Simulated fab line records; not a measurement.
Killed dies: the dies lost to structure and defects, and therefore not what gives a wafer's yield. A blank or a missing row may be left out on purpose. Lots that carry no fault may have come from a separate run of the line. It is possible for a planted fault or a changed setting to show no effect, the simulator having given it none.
The tool behind it: which one?	flow n5Finfet	31 wafers from 11 lots sampled at 5 of the route's 1938 steps

WHAT EACH GAUGE READ, for each wafer
N5_BEOL_M4_RC_MEAS_101.
lot	measured	on	DIBL_N (mV/V)
L507	day 8 01:43	prober-02	37.7 35.6 35.6
L508	day 8 10:36	prober-01	38.6 37.0 36.2
L509	day 8 20:47	prober-02	33.9 35.8 33.0
L510	day 9 01:07	prober-02	36.7 34.7 35.8
L511	day 9 06:21	prober-02	35.2 36.7 34.6
L518	day 11 02:45	prober-01	40.9 40.6
L520	day 11 09:48	prober-01	37.6 35.4
L521	day 12 04:51	prober-02	34.6 37.4 34.8
L522	day 12 04:16	prober-01	35.6 39.0 35.0
L527	day 13 21:14	prober-02	38.0 38.9 38.2
L529	day 13 23:46	prober-01	39.8 35.9 35.3

TOOL THAT RAN EACH LOT (tool first, then ch and the chambers of the sampled wafers, then the start)
lot	N5_BEOL_M2_ALD_84	N5_BEOL_M2_CVD_47	N5_BEOL_M2_SPUTTER_48	N5_BEOL_M2_SPUTTER_79
L507	aldMetal-03 ch 0,2,3, day 6 20:28	cvdCo-02 ch 0,1,2, day 6 20:51	pvdSputter-03, day 6 21:08	pvdSputter-03, day 6 21:21
L508	aldMetal-02 ch 1,2,3, day 7 05:05	cvdCo-01 ch 0,1,2, day 7 05:29	pvdSputter-03, day 7 05:54	pvdSputter-03, day 7 06:07
L509	aldMetal-04 ch 1,2,3, day 7 14:05	cvdCo-02 ch 1,2, day 7 14:28	pvdSputter-01, day 7 14:43	pvdSputter-01, day 7 14:56
L510	aldMetal-02 ch 0,1,3, day 7 21:52	cvdCo-02 ch 0,1, day 7 22:51	pvdSputter-01, day 7 23:05	pvdSputter-01, day 7 23:19
L511	aldMetal-04 ch 0,3, day 8 02:05	cvdCo-02 ch 0,1,2, day 8 02:28	pvdSputter-03, day 8 02:43	pvdSputter-03, day 8 02:56
L518	aldMetal-03 ch 0,2, day 9 12:02	cvdCo-02 ch 0,2, day 9 12:23	pvdSputter-03, day 9 12:45	pvdSputter-03, day 9 12:58
L520	aldMetal-02 ch 0,2, day 10 05:28	cvdCo-02 ch 1,2, day 10 05:53	pvdSputter-02, day 10 06:10	pvdSputter-02, day 10 06:23
L521	aldMetal-04 ch 1,2, day 10 18:34	cvdCo-01 ch 0,1, day 10 18:55	pvdSputter-02, day 10 19:19	pvdSputter-02, day 10 19:32
L522	aldMetal-02 ch 0,1,3, day 10 22:10	cvdCo-01 ch 0,1, day 10 22:44	pvdSputter-03, day 10 23:01	pvdSputter-03, day 10 23:14
L527	aldMetal-04 ch 1,2, day 11 22:33	cvdCo-01 ch 0,1,2, day 11 22:53	pvdSputter-02, day 11 23:08	pvdSputter-02, day 11 23:22
L529	aldMetal-04 ch 1,2, day 12 07:17	cvdCo-01 ch 0,1, day 12 07:38	pvdSputter-02, day 12 07:48	pvdSputter-02, day 12 08:01
- N5_BEOL_M2_ALD_84: deposits TaN, pulse time 2 s, purge time 3 s, co reactant purge time 2 s.
- N5_BEOL_M2_CVD_47: deposits Co from CCTBA/H2, target thk 3 nm, time 223.8 s.
- N5_BEOL_M2_SPUTTER_48: material Cu, target thk 4.5 nm, time 8.29 s.
- N5_BEOL_M2_SPUTTER_79: material Cu, target thk 4.5 nm, time 8.29 s.

THE ANSWER, worked out from the rows above alone
Rule: the lots themselves supply what counts as usual. The widest of any qualifying gaps counts: lots, ordered by their means at a reading, are off when they make up no more than a third of the lots, leave a main group of 4 or more, and stand apart from it by 3 or more times the standard deviation of that group's means. A main group is skipped when, at the precision printed for the reading in the tables above, its means are all equal. A lot without any number at a reading at which 4 lots or more have one is off too. All remaining lots with rows at the step are treated as sound.
Nothing can be told from this: no lot is off at any reading shown.

WHAT WAS PUT IN BY THE SIMULATOR
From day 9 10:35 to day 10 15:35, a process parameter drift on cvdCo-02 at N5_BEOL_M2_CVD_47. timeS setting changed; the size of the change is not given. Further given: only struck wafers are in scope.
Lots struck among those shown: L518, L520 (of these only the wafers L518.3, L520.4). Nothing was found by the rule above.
